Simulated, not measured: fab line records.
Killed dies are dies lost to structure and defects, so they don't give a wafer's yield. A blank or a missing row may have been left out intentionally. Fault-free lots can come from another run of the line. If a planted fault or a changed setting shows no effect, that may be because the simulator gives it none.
fab line records | flow n5-finfet
record: lots: 7 | wafers: 21
route steps=1938 shown BEOL_M5@1141 BEOL_M6@1204 BEOL_M7@1266
start-h: hours from the record's opening day to when the first of the lot's shown wafers began | wait-h: hours from the lot's prior step to this one | " identical to the entry in the row above | L1.1+2: a row that stands for several wafers | - no value, or no start was given | * or withheld: withheld | < > ~ a bound
route shown NAME@n: names a module that has steps shown in the file, with the first one's number in the route | usual: mean/standard deviation taken from wafers without a fault | same: alike in all rows | chamber/n: place in a boat | sites: each site's reading | _std_site: the standard deviation of these | _edge_site: inner sites' mean taken away from outer sites' mean | radius-mm: for every site, how far away it sits from the centre of the wafer | mask NAME#n: copy n | behind: the most recent tool/chamber to have shaped the wafer | hold: what put the lot on hold/how long, in hours/how the hold closed | device: names the non-switching transistor (n, p or np) | end of line: the route-end tests of the same wafers | a step without rows: its recipe alone | killed: count of dies lost to structure and defects at first sort (not the wafer's yield) | map: a wafer's dies, marking killed ones x, the rest . and places with no die _
set.NAME: the run value of the setting; set.NAME@STEP: its run value at that earlier step | model.NAME: the simulator's own value behind a step, which no gauge read
lots where settings were altered on purpose, with a table for each step and a row for each wafer
== steps ==
step: N5_BEOL_M5_COAT_74
recipe: resist: underlayer | temp-c: 205 | time-s: 60 | spin-rpm: 1500 | resist-thk-nm: 5
lot.wafer  | tool           | chamber | start-h | wait-h | set.spin-rpm
L075.2+3   | litho-track-05 | 0       | -       | -      | 1554
L075.6     | "              | 0       | "       | "      | 1500
L076.3     | litho-track-05 | 0       | -       | -      | 1411
L076.4+5   | "              | 0       | "       | "      | 1500
L081.2+6   | litho-track-05 | 0       | -       | -      | 1396
L081.5     | "              | 0       | "       | "      | 1500
L080.2+5+6 | litho-track-02 | 0       | -       | -      | 1500
L084.3+5+6 | litho-track-05 | 0       | -       | -      | 1500
L085.2+3+5 | litho-track-02 | 0       | -       | -      | 1500
L093.1+3+5 | litho-track-03 | 0       | -       | -      | 1449
step: N5_BEOL_M5_COAT_22
recipe: resist: CAR-EUV | spin-rpm: 1500 | resist-thk-nm: 30
step: N5_BEOL_M5_EBR_24
recipe: solvent: PGMEA | ebr-width-mm: 1.5
step: N5_BEOL_M5_DESCUM_33
recipe: chemistry: O2 | time-s: 7 | source-power-w: 50 | bias-power-w: 20 | pressure-mtorr: 20 | rf-frequency-hz: 2.712e+07 | temp-c: 40 | resist: CAR-EUV | o2-flow-sccm: 225
step: N5_BEOL_M5_ETCH_75
recipe: chemistry: N2/H2 | target: underlayer | target-depth-a: 65 | mask-material: CAR-EUV | time-s: 5.2 | ion-energy-ev: 200 | pressure-mtorr: 30 | source-w: 840 | bias-w: 150 | n2-flow-sccm: 200 | h2-flow-sccm: 200 | ends: cleared
lot.wafer | tool        | chamber | start-h | wait-h | set.spin-rpm@BEOL_M5_COAT_74 | model.etch.depth-nm
L075.2    | rie-diel-02 | 1       | 175.93  | 0.0    | 1554                         | 4.908
L075.3    | "           | 2       | "       | "      | 1554                         | 4.91
L075.6    | "           | 1       | "       | "      | 1500                         | 4.989
L076.3    | rie-diel-06 | 2       | 197.65  | 0.0    | 1411                         | 5.152
L076.4    | "           | 0       | "       | "      | 1500                         | 5.01
L076.5    | "           | 1       | "       | "      | 1500                         | 5.005
L081.2    | rie-diel-02 | 0       | 204.58  | 0.0    | 1396                         | 5.17
L081.5    | "           | 2       | "       | "      | 1500                         | 4.987
L081.6    | "           | 1       | "       | "      | 1396                         | 5.166
L080.2    | rie-diel-04 | 2       | 207.98  | 0.0    | 1500                         | 5.002
L080.5    | "           | 2       | "       | "      | 1500                         | 5.008
L080.6    | "           | 3       | "       | "      | 1500                         | 5.006
L084.3    | rie-diel-02 | 1       | 231.75  | 0.0    | 1500                         | 5.009
L084.5    | "           | 1       | "       | "      | 1500                         | 5.011
L084.6    | "           | 0       | "       | "      | 1500                         | 5.021
L085.2    | rie-diel-04 | 3       | 241.46  | 0.0    | 1500                         | 5.018
L085.3    | "           | 2       | "       | "      | 1500                         | 5.007
L085.5    | "           | 1       | "       | "      | 1500                         | 4.991
L093.1    | rie-diel-04 | 3       | 281.89  | 0.0    | 1449                         | 5.105
L093.3    | "           | 2       | "       | "      | 1449                         | 5.09
L093.5    | "           | 2       | "       | "      | 1449                         | 5.093
step: N5_BEOL_M6_EXPOSE_08
recipe: mask-id: M6 | na: 1.35 | source-shape: dipole | sigma-inner: 0.817 | sigma-outer: 0.97 | polarization: te | dose-mj: 68.25
lot.wafer  | tool            | chamber | start-h | wait-h | mask | set.dose-mj
L075.2+3+6 | arfi-scanner-02 | 0       | 186.26  | -      | M6#0 | 68.25
L076.3     | arfi-scanner-03 | 0       | 209.02  | -      | M6#0 | 68.25
L076.4+5   | "               | 0       | "       | "      | M6#0 | 73.09
L081.2+6   | arfi-scanner-01 | 0       | 215.18  | -      | M6#0 | 64.44
L081.5     | "               | 0       | "       | "      | M6#0 | 68.25
L080.2+5   | arfi-scanner-03 | 0       | 216.50  | -      | M6#0 | 71.25
L080.6     | "               | 0       | "       | "      | M6#0 | 68.25
L084.3+5+6 | arfi-scanner-01 | 0       | 242.21  | -      | M6#0 | 68.25
L085.2     | arfi-scanner-03 | 0       | 250.58  | -      | M6#0 | 68.25
L085.3+5   | "               | 0       | "       | "      | M6#0 | 66.36
L093.1+5   | arfi-scanner-03 | 0       | 290.46  | -      | M6#0 | 66.62
L093.3     | "               | 0       | "       | "      | M6#0 | 68.25
step: N5_BEOL_M6_PEB_09
recipe: peb-temp-c: withheld | peb-time-s: 60 | resist: CAR-ArF
step: N5_BEOL_M6_DEVELOP_10
recipe: develop-time-s: 30 | developer: TMAH | resist: CAR-ArF | rinse-liquid: diw | dry: air-spin | dev-temp-c: 23
step: N5_BEOL_M6_CD_MEAS_11
recipe: target-cd-nm: 38.5 | landing-energy-ev: 500 | detector: se-inlens | polarity: opening
usual: cd-nm: 38.4/0.5
lot.wafer | tool      | chamber | start-h | wait-h | set.dose-mj@BEOL_M6_EXPOSE_08 | cd-nm
L075.2    | cd-sem-03 | 0       | 186.38  | -      | 68.25                         | 38.3
L075.3    | "         | 0       | "       | "      | 68.25                         | 38.5
L075.6    | "         | 0       | "       | "      | 68.25                         | 37.4
L076.3    | cd-sem-02 | 0       | 209.14  | -      | 68.25                         | 38.7
L076.4    | "         | 0       | "       | "      | 73.09                         | 41.1
L076.5    | "         | 0       | "       | "      | 73.09                         | 41.9
L081.2    | cd-sem-03 | 0       | 215.30  | -      | 64.44                         | 36.1
L081.5    | "         | 0       | "       | "      | 68.25                         | 38.2
L081.6    | "         | 0       | "       | "      | 64.44                         | 36.1
L080.2    | cd-sem-01 | 0       | 216.62  | -      | 71.25                         | 41.1
L080.5    | "         | 0       | "       | "      | 71.25                         | 41.2
L080.6    | "         | 0       | "       | "      | 68.25                         | 39.0
L084.3    | cd-sem-03 | 0       | 242.33  | -      | 68.25                         | 37.7
L084.5    | "         | 0       | "       | "      | 68.25                         | 38.0
L084.6    | "         | 0       | "       | "      | 68.25                         | 37.5
L085.2    | cd-sem-02 | 0       | 250.70  | -      | 68.25                         | 38.8
L085.3    | "         | 0       | "       | "      | 66.36                         | 37.3
L085.5    | "         | 0       | "       | "      | 66.36                         | 37.8
L093.1    | cd-sem-03 | 0       | 290.59  | -      | 66.62                         | 38.5
L093.3    | "         | 0       | "       | "      | 68.25                         | 38.2
L093.5    | "         | 0       | "       | "      | 66.62                         | 37.8
step: N5_BEOL_M6_DESCUM_16
recipe: chemistry: O2 | time-s: 7.9 | source-power-w: 50 | bias-power-w: 20 | pressure-mtorr: 20 | rf-frequency-hz: 2.712e+07 | temp-c: 40 | resist: CAR-ArF | o2-flow-sccm: 225
step: N5_BEOL_M6_ETCH_61
recipe: chemistry: CF4 | target: SiARC | target-depth-a: 455 | mask-material: CAR-ArF | time-s: 75.8 | ion-energy-ev: 80 | pressure-mtorr: 40 | source-w: 545 | bias-w: 36 | Ar_flow_sccm: 100 | cf4-flow-sccm: 100 | ends: cleared
lot.wafer  | tool        | chamber | start-h | wait-h | set.dose-mj@BEOL_M6_EXPOSE_08 | model.BEOL_M6.cd-offset-nm
L075.2     | rie-diel-01 | 1       | 186.75  | 0.0    | 68.25                         | -0.8
L075.3     | "           | 0       | "       | "      | 68.25                         | -0.4
L075.6     | "           | 2       | "       | "      | 68.25                         | -1
L076.3     | rie-diel-05 | 2       | 209.26  | 0.0    | 68.25                         | 0
L076.4     | "           | 0       | "       | "      | 73.09                         | 2.8
L076.5     | "           | 0       | "       | "      | 73.09                         | 3.6
L081.2+6   | rie-diel-01 | 3,2     | 215.42  | 0.0    | 64.44                         | -2.4
L081.5     | "           | 1       | "       | "      | 68.25                         | -0.6
L080.2     | rie-diel-01 | 3       | 216.75  | 0.0    | 71.25                         | 2.6
L080.5     | "           | 2       | "       | "      | 71.25                         | 2.8
L080.6     | "           | 1       | "       | "      | 68.25                         | 0.2
L084.3+5+6 | rie-diel-03 | 1,3,0   | 242.47  | 0.0    | 68.25                         | -1
L085.2     | rie-diel-05 | 2       | 251.27  | 0.0    | 68.25                         | 0.6
L085.3     | "           | 3       | "       | "      | 66.36                         | -1.4
L085.5     | "           | 1       | "       | "      | 66.36                         | -0.6
L093.1     | rie-diel-05 | 1       | 290.71  | 0.0    | 66.62                         | -0.2
L093.3     | "           | 3       | "       | "      | 68.25                         | -0.4
L093.5     | "           | 1       | "       | "      | 66.62                         | -0.6
step: N5_BEOL_M6_ETCH_62
recipe: chemistry: N2/H2 | target: SOC | target-depth-a: 1100 | overetch-a: 220 | mask-material: SiARC | temp-c: 40 | time-s: 165 | ion-energy-ev: 200 | pressure-mtorr: 30 | source-w: 840 | bias-w: 150 | n2-flow-sccm: 200 | h2-flow-sccm: 200
usual: rf-vpp-V: 524.0/2.3
lot.wafer | tool        | chamber | start-h | wait-h | set.bias-w | set.dose-mj@BEOL_M6_EXPOSE_08 | rf-vpp-V | model.BEOL_M6.cd-offset-nm
L075.2    | rie-diel-01 | 1       | 186.81  | 0.0    | 150        | 68.25                         | 524.7    | -1
L075.3    | "           | 0       | "       | "      | 150        | 68.25                         | 521.9    | -0.4
L075.6    | "           | 2       | "       | "      | 150        | 68.25                         | 521.9    | -0.8
L076.3    | rie-diel-05 | 2       | 209.32  | 0.0    | 150        | 68.25                         | 525.1    | 0
L076.4    | "           | 0       | "       | "      | 156.8      | 73.09                         | 542.5    | 2.4
L076.5    | "           | 0       | "       | "      | 150        | 73.09                         | 527.5    | 3.4
L081.2    | rie-diel-01 | 3       | 215.48  | 0.0    | 150        | 64.44                         | 522.8    | -2.6
L081.5    | "           | 1       | "       | "      | 162.1      | 68.25                         | 551.5    | -0.4
L081.6    | "           | 2       | "       | "      | 162.1      | 64.44                         | 549.2    | -2
L080.2    | rie-diel-01 | 3       | 216.80  | 0.0    | 150        | 71.25                         | 522.6    | 2.2
L080.5    | "           | 2       | "       | "      | 134.5      | 71.25                         | 489.0    | 2.8
L080.6    | "           | 1       | "       | "      | 150        | 68.25                         | 525.5    | 0.2
L084.3    | rie-diel-03 | 1       | 242.53  | 0.0    | 150        | 68.25                         | 521.6    | -1
L084.5    | "           | 3       | "       | "      | 150        | 68.25                         | 527.4    | -1.2
L084.6    | "           | 0       | "       | "      | 150        | 68.25                         | 528.7    | -1
L085.2    | rie-diel-05 | 2       | 251.33  | 0.0    | 150        | 68.25                         | 526.0    | 1
L085.3    | "           | 3       | "       | "      | 150        | 66.36                         | 522.7    | -1.2
L085.5    | "           | 1       | "       | "      | 150        | 66.36                         | 523.4    | -0.6
L093.1    | rie-diel-05 | 1       | 290.77  | 0.0    | 162.4      | 66.62                         | 551.3    | -0.4
L093.3    | "           | 3       | "       | "      | 162.4      | 68.25                         | 549.4    | -0.4
L093.5    | "           | 1       | "       | "      | 150        | 66.62                         | 521.1    | -0.6
step: N5_BEOL_M6_STRIP_68
recipe: chemistry: N2/H2 | temp-c: 40 | n2-flow-sccm: 200 | h2-flow-sccm: 200 | rf-frequency-hz: 6e+07
step: N5_BEOL_M6_STRIP_67
recipe: chemistry: CF4 | resist: SiARC | power-w: 300 | bias-power-w: 75 | pressure-mtorr: 50 | cf4-flow-sccm: 150 | rf-frequency-hz: 6e+07
step: N5_BEOL_M6_HM_OPEN_17
recipe: chemistry: Cl2/BCl3 | target-depth-a: 200 | overetch-a: 60 | target: TiN | mask-material: SOC | ion-energy-ev: 150 | pressure-mtorr: 10 | icp-w: 1000 | bias-w: 126 | Cl2_flow_sccm: 53.25 | bcl3-flow-sccm: 21.75 | Ar_flow_sccm: 25
step: N5_BEOL_M6_STRIP_19
recipe: chemistry: O2 | power-w: 400 | temp-c: 40 | pressure-mtorr: 30 | rf-frequency-hz: 6e+07 | bias-power-w: 0 | overash-fraction: 0.2 | o2-flow-sccm: 225
step: N5_BEOL_M6_CD_MEAS_18
recipe: pitch-nm: 80 | target-cd-nm: 40
usual: cd-nm: 39.8/0.55
lot.wafer | tool      | chamber | start-h | wait-h | set.dose-mj@BEOL_M6_EXPOSE_08 | cd-nm
L075.2    | cd-sem-01 | -       | 187.20  | 0.1    | 68.25                         | 38.8
L075.3    | "         | -       | "       | "      | 68.25                         | 39.4
L075.6    | "         | -       | "       | "      | 68.25                         | 39.0
L076.3    | cd-sem-03 | -       | 209.69  | 0.1    | 68.25                         | 40.4
L076.4    | "         | -       | "       | "      | 73.09                         | 42.3
L076.5    | "         | -       | "       | "      | 73.09                         | 43.3
L081.2    | cd-sem-02 | -       | 216.11  | 0.1    | 64.44                         | 37.6
L081.5    | "         | -       | "       | "      | 68.25                         | 39.6
L081.6    | "         | -       | "       | "      | 64.44                         | 37.8
L080.2    | cd-sem-02 | -       | 217.26  | 0.1    | 71.25                         | 42.0
L080.5    | "         | -       | "       | "      | 71.25                         | 42.5
L080.6    | "         | -       | "       | "      | 68.25                         | 40.3
L084.3    | cd-sem-01 | -       | 243.02  | 0.1    | 68.25                         | 39.4
L084.5    | "         | -       | "       | "      | 68.25                         | 38.8
L084.6    | "         | -       | "       | "      | 68.25                         | 38.7
L085.2    | cd-sem-01 | -       | 251.69  | 0.1    | 68.25                         | 41.1
L085.3    | "         | -       | "       | "      | 66.36                         | 38.7
L085.5    | "         | -       | "       | "      | 66.36                         | 39.3
L093.1    | cd-sem-01 | -       | 291.14  | 0.0    | 66.62                         | 40.0
L093.3    | "         | -       | "       | "      | 68.25                         | 39.2
L093.5    | "         | -       | "       | "      | 66.62                         | 39.4
step: N5_BEOL_M6_COAT_63
recipe: resist: SOC | temp-c: 250 | time-s: 60 | spin-rpm: 1500 | resist-thk-nm: 60
step: N5_BEOL_M6_COAT_64
recipe: resist: SiARC | temp-c: 220 | time-s: 60 | spin-rpm: 1500 | resist-thk-nm: 12
step: N5_BEOL_M6_PRECLEAN_42
recipe: chemistry: residue-remover | time-s: 60 | temp-c: 40
step: N5_BEOL_M6_SRD_43
recipe: time-s: 30 | temp-c: 23 | rinse-liquid: diw | dry: ipa-marangoni
step: N5_BEOL_M6_CD_MEAS_35
recipe: target-cd-nm: 40 | target-cd-y-nm: 28 | polarity: opening
usual: cd-nm: 39.8/0.58
lot.wafer | tool      | chamber | start-h | wait-h | set.dose-mj@BEOL_M6_EXPOSE_08 | cd-nm
L075.2    | cd-sem-03 | -       | 189.94  | 0.0    | 68.25                         | 39.0
L075.3    | "         | -       | "       | "      | 68.25                         | 39.4
L075.6    | "         | -       | "       | "      | 68.25                         | 39.0
L076.3    | cd-sem-02 | -       | 211.56  | 0.0    | 68.25                         | 40.3
L076.4    | "         | -       | "       | "      | 73.09                         | 42.6
L076.5    | "         | -       | "       | "      | 73.09                         | 43.5
L081.2    | cd-sem-03 | -       | 218.40  | 0.0    | 64.44                         | 37.1
L081.5    | "         | -       | "       | "      | 68.25                         | 39.2
L081.6    | "         | -       | "       | "      | 64.44                         | 37.8
L080.2    | cd-sem-01 | -       | 218.69  | 0.0    | 71.25                         | 41.8
L080.5    | "         | -       | "       | "      | 71.25                         | 42.4
L080.6    | "         | -       | "       | "      | 68.25                         | 40.1
L084.3    | cd-sem-01 | -       | 247.23  | 0.0    | 68.25                         | 39.0
L084.5    | "         | -       | "       | "      | 68.25                         | 38.8
L084.6    | "         | -       | "       | "      | 68.25                         | 38.8
L085.2    | cd-sem-01 | -       | 253.37  | 0.0    | 68.25                         | 41.0
L085.3    | "         | -       | "       | "      | 66.36                         | 39.4
L085.5    | "         | -       | "       | "      | 66.36                         | 39.7
L093.1    | cd-sem-02 | -       | 293.87  | 0.0    | 66.62                         | 39.8
L093.3    | "         | -       | "       | "      | 68.25                         | 39.3
L093.5    | "         | -       | "       | "      | 66.62                         | 39.5
step: N5_BEOL_M7_PECVD_70
recipe: material: SiO2 | target-thk-a: 200 | temp-c: 400 | precursor: TEOS/O2 | pressure-torr: 5.5 | rf-w: 450 | teos-flow-sccm: 53.8 | gas: O2 | flow-sccm: 3000 | time-s: 22.7
lot.wafer | tool     | chamber | start-h | wait-h | set.temp-c | model.SiO2_of_BEOL_M7_PECVD_70.thk-nm
L075.2    | pecvd-03 | 0       | 193.27  | 0.0    | 400        | 19.6
L075.3    | "        | 1       | "       | "      | 400        | 20.2
L075.6    | "        | 1       | "       | "      | 400        | 20.4
L076.3+4  | pecvd-01 | 1,0     | 215.01  | 0.1    | 400        | 20.2
L076.5    | "        | 0       | "       | "      | 415.7      | 17.8
L081.2    | pecvd-03 | 2       | 221.72  | 0.0    | 400        | 19.8
L081.5    | "        | 0       | "       | "      | 400        | 20
L081.6    | "        | 1       | "       | "      | 415.4      | 18.2
L080.2    | pecvd-02 | 2       | 222.84  | 0.0    | 400        | 19.4
L080.5    | "        | 0       | "       | "      | 400        | 20
L080.6    | "        | 2       | "       | "      | 400        | 19.8
L084.3    | pecvd-02 | 1       | 250.02  | 0.0    | 400        | 20.2
L084.5    | "        | 2       | "       | "      | 400        | 19.8
L084.6    | "        | 1       | "       | "      | 400        | 20.4
L085.2    | pecvd-02 | 1       | 257.06  | 0.0    | 400        | 20.2
L085.3    | "        | 2       | "       | "      | 389.6      | 20.8
L085.5    | "        | 1       | "       | "      | 389.6      | 21.8
L093.1    | pecvd-02 | 0       | 297.14  | 0.0    | 416.6      | 17.8
L093.3    | "        | 2       | "       | "      | 400        | 19.8
L093.5    | "        | 2       | "       | "      | 416.6      | 17.4
step: N5_BEOL_M7_COAT_05
recipe: resist: CAR-ArF | spin-rpm: 1500 | resist-thk-nm: 90
lot.wafer | tool           | chamber | start-h | wait-h | set.spin-rpm | model.CAR-ArF_of_BEOL_M7_COAT_05.thk-nm
L075.2    | litho-track-02 | 0       | -       | -      | 1639         | 85.8
L075.3    | "              | 0       | "       | "      | 1639         | 86
L075.6    | "              | 0       | "       | "      | 1500         | 90
L076.3+5  | litho-track-01 | 0       | -       | -      | 1630         | 86.4
L076.4    | "              | 0       | "       | "      | 1630         | 86.2
L081.2    | litho-track-02 | 0       | -       | -      | 1569         | 87.8
L081.5    | "              | 0       | "       | "      | 1500         | 90.2
L081.6    | "              | 0       | "       | "      | 1500         | 90
L080.2+6  | litho-track-03 | 0       | -       | -      | 1500         | 90
L080.5    | "              | 0       | "       | "      | 1500         | 89.8
L084.3+5  | litho-track-02 | 0       | -       | -      | 1500         | 91
L084.6    | "              | 0       | "       | "      | 1500         | 90.8
L085.2    | litho-track-02 | 0       | -       | -      | 1500         | 89.6
L085.3    | "              | 0       | "       | "      | 1500         | 89.8
L085.5    | "              | 0       | "       | "      | 1500         | 90
L093.1    | litho-track-03 | 0       | -       | -      | 1500         | 90.4
L093.3    | "              | 0       | "       | "      | 1654         | 86.2
L093.5    | "              | 0       | "       | "      | 1654         | 86
step: N5_BEOL_M7_EBR_07
recipe: solvent: PGMEA | ebr-width-mm: 1.5
step: N5_BEOL_M7_SOFTBAKE_06
recipe: temp-c: 110 | time-s: 60 | resist: CAR-ArF
step: N5_BEOL_M7_EXPOSE_08
recipe: mask-id: M7 | na: 1.35 | source-shape: dipole | sigma-inner: 0.817 | sigma-outer: 0.97 | polarization: te | dose-mj: 68.25
step: N5_BEOL_M7_PEB_09
recipe: peb-temp-c: withheld | peb-time-s: 60 | resist: CAR-ArF
step: N5_BEOL_M7_DEVELOP_10
recipe: develop-time-s: 30 | developer: TMAH | resist: CAR-ArF | rinse-liquid: diw | dry: air-spin | dev-temp-c: 23
lot.wafer  | tool           | chamber | start-h | wait-h | set.spin-rpm@BEOL_M7_COAT_05 | model.CAR-ArF_of_BEOL_M7_COAT_05.thk-nm
L075.2+3   | litho-track-01 | 0       | -       | -      | 1639                         | 84.2
L075.6     | "              | 0       | "       | "      | 1500                         | 88.2
L076.3+4   | litho-track-02 | 0       | -       | -      | 1630                         | 84.6
L076.5     | "              | 0       | "       | "      | 1630                         | 84.8
L081.2     | litho-track-01 | 0       | -       | -      | 1569                         | 86.2
L081.5     | "              | 0       | "       | "      | 1500                         | 88.4
L081.6     | "              | 0       | "       | "      | 1500                         | 88.2
L080.2+5+6 | litho-track-01 | 0       | -       | -      | 1500                         | 88.2
L084.3+6   | litho-track-02 | 0       | -       | -      | 1500                         | 89.2
L084.5     | "              | 0       | "       | "      | 1500                         | 89.4
L085.2     | litho-track-03 | 0       | -       | -      | 1500                         | 88
L085.3+5   | "              | 0       | "       | "      | 1500                         | 88.2
L093.1     | litho-track-03 | 0       | -       | -      | 1500                         | 88.6
L093.3     | "              | 0       | "       | "      | 1654                         | 84.4
L093.5     | "              | 0       | "       | "      | 1654                         | 84.2
step: N5_BEOL_M7_DESCUM_16
recipe: chemistry: O2 | time-s: 7.9 | source-power-w: 50 | bias-power-w: 20 | pressure-mtorr: 20 | rf-frequency-hz: 2.712e+07 | temp-c: 40 | resist: CAR-ArF | o2-flow-sccm: 225
lot.wafer  | tool        | chamber | start-h | wait-h | set.spin-rpm@BEOL_M7_COAT_05 | model.CAR-ArF_of_BEOL_M7_COAT_05.thk-nm
L075.2+3   | rie-diel-06 | 3,0     | 195.58  | 0.1    | 1639                         | 79.4
L075.6     | "           | 3       | "       | "      | 1500                         | 83.4
L076.3     | rie-diel-04 | 1       | 216.37  | 0.4    | 1630                         | 79.8
L076.4     | "           | 2       | "       | "      | 1630                         | 79.6
L076.5     | "           | 0       | "       | "      | 1630                         | 80
L081.2     | rie-diel-04 | 3       | 224.78  | 0.2    | 1569                         | 81.2
L081.5     | "           | 0       | "       | "      | 1500                         | 83.8
L081.6     | "           | 3       | "       | "      | 1500                         | 83.4
L080.2     | rie-diel-04 | 0       | 225.04  | 0.2    | 1500                         | 83.6
L080.5     | "           | 2       | "       | "      | 1500                         | 83.2
L080.6     | "           | 3       | "       | "      | 1500                         | 83.4
L084.3+5+6 | rie-diel-02 | 2,0,1   | 251.53  | 0.4    | 1500                         | 84.4
L085.2     | rie-diel-04 | 3       | 258.41  | 0.1    | 1500                         | 83
L085.3     | "           | 2       | "       | "      | 1500                         | 83.2
L085.5     | "           | 0       | "       | "      | 1500                         | 83.4
L093.1     | rie-diel-04 | 1       | 298.51  | 0.1    | 1500                         | 84
L093.3+5   | "           | 3       | "       | "      | 1654                         | 79.4
step: N5_BEOL_M7_ETCH_61
recipe: chemistry: CF4 | target: SiARC | target-depth-a: 455 | mask-material: CAR-ArF | time-s: 75.8 | ion-energy-ev: 80 | pressure-mtorr: 40 | source-w: 545 | bias-w: 36 | Ar_flow_sccm: 100 | cf4-flow-sccm: 100 | ends: cleared
usual: rf-vpp-V: 184.2/1.2
lot.wafer | tool        | chamber | start-h | wait-h | set.source-w | rf-vpp-V
L075.2    | rie-diel-06 | 3       | 195.61  | 0.0    | 545          | 185.1
L075.3    | "           | 0       | "       | "      | 545          | 183.2
L075.6    | "           | 3       | "       | "      | 545          | 185.3
L076.3    | rie-diel-04 | 1       | 216.41  | 0.0    | 572.4        | 182.1
L076.4    | "           | 2       | "       | "      | 545          | 183.6
L076.5    | "           | 0       | "       | "      | 572.4        | 181.1
L081.2    | rie-diel-04 | 3       | 224.82  | 0.0    | 512.3        | 187.9
L081.5    | "           | 0       | "       | "      | 545          | 184.1
L081.6    | "           | 3       | "       | "      | 545          | 185.3
L080.2    | rie-diel-04 | 0       | 225.08  | 0.0    | 545          | 182.7
L080.5    | "           | 2       | "       | "      | 545          | 183.5
L080.6    | "           | 3       | "       | "      | 545          | 185.7
L084.3    | rie-diel-02 | 2       | 251.57  | 0.0    | 545          | 182.2
L084.5    | "           | 0       | "       | "      | 545          | 185.1
L084.6    | "           | 1       | "       | "      | 545          | 184.7
L085.2    | rie-diel-04 | 3       | 258.45  | 0.0    | 545          | 184.2
L085.3    | "           | 2       | "       | "      | 545          | 183.6
L085.5    | "           | 0       | "       | "      | 570.2        | 181.6
L093.1    | rie-diel-04 | 1       | 298.54  | 0.0    | 545          | 183.1
L093.3    | "           | 3       | "       | "      | 494.4        | 190.8
L093.5    | "           | 3       | "       | "      | 494.4        | 190.2
step: N5_BEOL_M7_COAT_63
recipe: resist: SOC | temp-c: 250 | time-s: 60 | spin-rpm: 1500 | resist-thk-nm: 60
lot.wafer  | tool           | chamber | start-h | wait-h | set.temp-c
L075.2+3+6 | litho-track-01 | 0       | 197.43  | 1.4    | 250
L076.3+5   | litho-track-03 | 0       | 217.48  | 0.6    | 250
L076.4     | "              | 0       | "       | "      | 245.7
L081.2+6   | litho-track-01 | 0       | 225.51  | 0.2    | 260.8
L081.5     | "              | 0       | "       | "      | 250
L080.2+5   | litho-track-01 | 0       | 227.48  | 1.9    | 246.3
L080.6     | "              | 0       | "       | "      | 250
L084.3+5+6 | litho-track-01 | 0       | 252.16  | 0.2    | 250
L085.2+3+5 | litho-track-02 | 0       | 259.09  | 0.2    | 250
L093.1+3+5 | litho-track-02 | 0       | 304.23  | 5.2    | 250
step: N5_BEOL_M7_COAT_64
recipe: resist: SiARC | temp-c: 220 | time-s: 60 | spin-rpm: 1500 | resist-thk-nm: 12
step: N5_BEOL_M7_COAT_71
recipe: resist: underlayer | temp-c: 205 | time-s: 60 | spin-rpm: 1500 | resist-thk-nm: 5
step: N5_BEOL_M7_STRIP_80
recipe: chemistry: N2/H2 | time-s: 10 | power-w: 450 | temp-c: 40 | pressure-mtorr: 20 | rf-frequency-hz: 6e+07 | bias-power-w: 7 | n2-flow-sccm: 200 | h2-flow-sccm: 200
step: N5_BEOL_M7_HM_STRIP_39
recipe: chemistry: peroxide-tin-strip | material: TiN | target-depth-a: 250 | temp-c: 50 | time-s: 158
lot.wafer | tool         | chamber | start-h | wait-h | set.temp-c@BEOL_M7_PECVD_70 | model.SiO2_of_BEOL_M7_PECVD_70.thk-nm
L075.2    | wet-bench-01 | 3       | 198.46  | 0.0    | 400                         | 19.6
L075.3    | "            | 6       | "       | "      | 400                         | 20
L075.6    | "            | 7       | "       | "      | 400                         | 20.2
L076.3    | wet-bench-05 | 0       | 218.79  | 0.0    | 400                         | 20
L076.4    | "            | 1       | "       | "      | 400                         | 20.2
L076.5    | "            | 7       | "       | "      | 415.7                       | 17.8
L081.2    | wet-bench-02 | 3       | 226.45  | 0.0    | 400                         | 19.6
L081.5    | "            | 2       | "       | "      | 400                         | 19.8
L081.6    | "            | 6       | "       | "      | 415.4                       | 18
L080.2    | wet-bench-02 | 6       | 228.34  | 0.0    | 400                         | 19.2
L080.5    | "            | 2       | "       | "      | 400                         | 20
L080.6    | "            | 7       | "       | "      | 400                         | 19.6
L084.3+6  | wet-bench-02 | 1,5     | 253.01  | 0.0    | 400                         | 20.2
L084.5    | "            | 4       | "       | "      | 400                         | 19.6
L085.2    | wet-bench-01 | 0       | 260.05  | 0.1    | 400                         | 20
L085.3    | "            | 6       | "       | "      | 389.6                       | 20.8
L085.5    | "            | 4       | "       | "      | 389.6                       | 21.6
L093.1    | wet-bench-05 | 0       | 305.09  | 0.0    | 416.6                       | 17.8
L093.3    | "            | 3       | "       | "      | 400                         | 19.6
L093.5    | "            | 7       | "       | "      | 416.6                       | 17.2
== key ==
split: step: N5_BEOL_M5_COAT_74 | setting: spin-rpm | stated: 1500 | by: wafer
response: step: N5_BEOL_M5_ETCH_75 | reading: model.etch.depth-nm | change: -0.0249 | per: 1% | r: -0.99
split: step: N5_BEOL_M6_EXPOSE_08 | setting: dose-mj | stated: 68.25 | by: wafer
response: step: N5_BEOL_M6_CD_MEAS_11 | reading: cd-nm | change: +0.389 | per: 1% | r: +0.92
response: step: N5_BEOL_M6_ETCH_61 | reading: model.BEOL_M6.cd-offset-nm | change: +0.422 | per: 1% | r: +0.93
response: step: N5_BEOL_M6_ETCH_62 | reading: model.BEOL_M6.cd-offset-nm | change: +0.41 | per: 1% | r: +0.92
response: step: N5_BEOL_M6_CD_MEAS_18 | reading: cd-nm | change: +0.358 | per: 1% | r: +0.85
response: step: N5_BEOL_M6_CD_MEAS_35 | reading: cd-nm | change: +0.362 | per: 1% | r: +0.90
split: step: N5_BEOL_M6_ETCH_62 | setting: bias-w | stated: 150 | by: wafer
response: step: N5_BEOL_M6_ETCH_62 | reading: rf-vpp-V | change: +3.45 | per: 1% | r: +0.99
split: step: N5_BEOL_M7_PECVD_70 | setting: temp-c | stated: 400 | by: wafer
response: step: N5_BEOL_M7_PECVD_70 | reading: model.SiO2_of_BEOL_M7_PECVD_70.thk-nm | change: -0.516 | per: 1% | r: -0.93
response: step: N5_BEOL_M7_HM_STRIP_39 | reading: model.SiO2_of_BEOL_M7_PECVD_70.thk-nm | change: -0.506 | per: 1% | r: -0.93
split: step: N5_BEOL_M7_COAT_05 | setting: spin-rpm | stated: 1500 | by: wafer
response: step: N5_BEOL_M7_COAT_05 | reading: model.CAR-ArF_of_BEOL_M7_COAT_05.thk-nm | change: -0.436 | per: 1% | r: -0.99
response: step: N5_BEOL_M7_DEVELOP_10 | reading: model.CAR-ArF_of_BEOL_M7_COAT_05.thk-nm | change: -0.428 | per: 1% | r: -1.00
response: step: N5_BEOL_M7_DESCUM_16 | reading: model.CAR-ArF_of_BEOL_M7_COAT_05.thk-nm | change: -0.449 | per: 1% | r: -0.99
split: step: N5_BEOL_M7_ETCH_61 | setting: source-w | stated: 545 | by: wafer
response: step: N5_BEOL_M7_ETCH_61 | reading: rf-vpp-V | change: -0.643 | per: 1% | r: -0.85
split: step: N5_BEOL_M7_COAT_63 | setting: temp-c | stated: 250 | by: wafer
response none clear
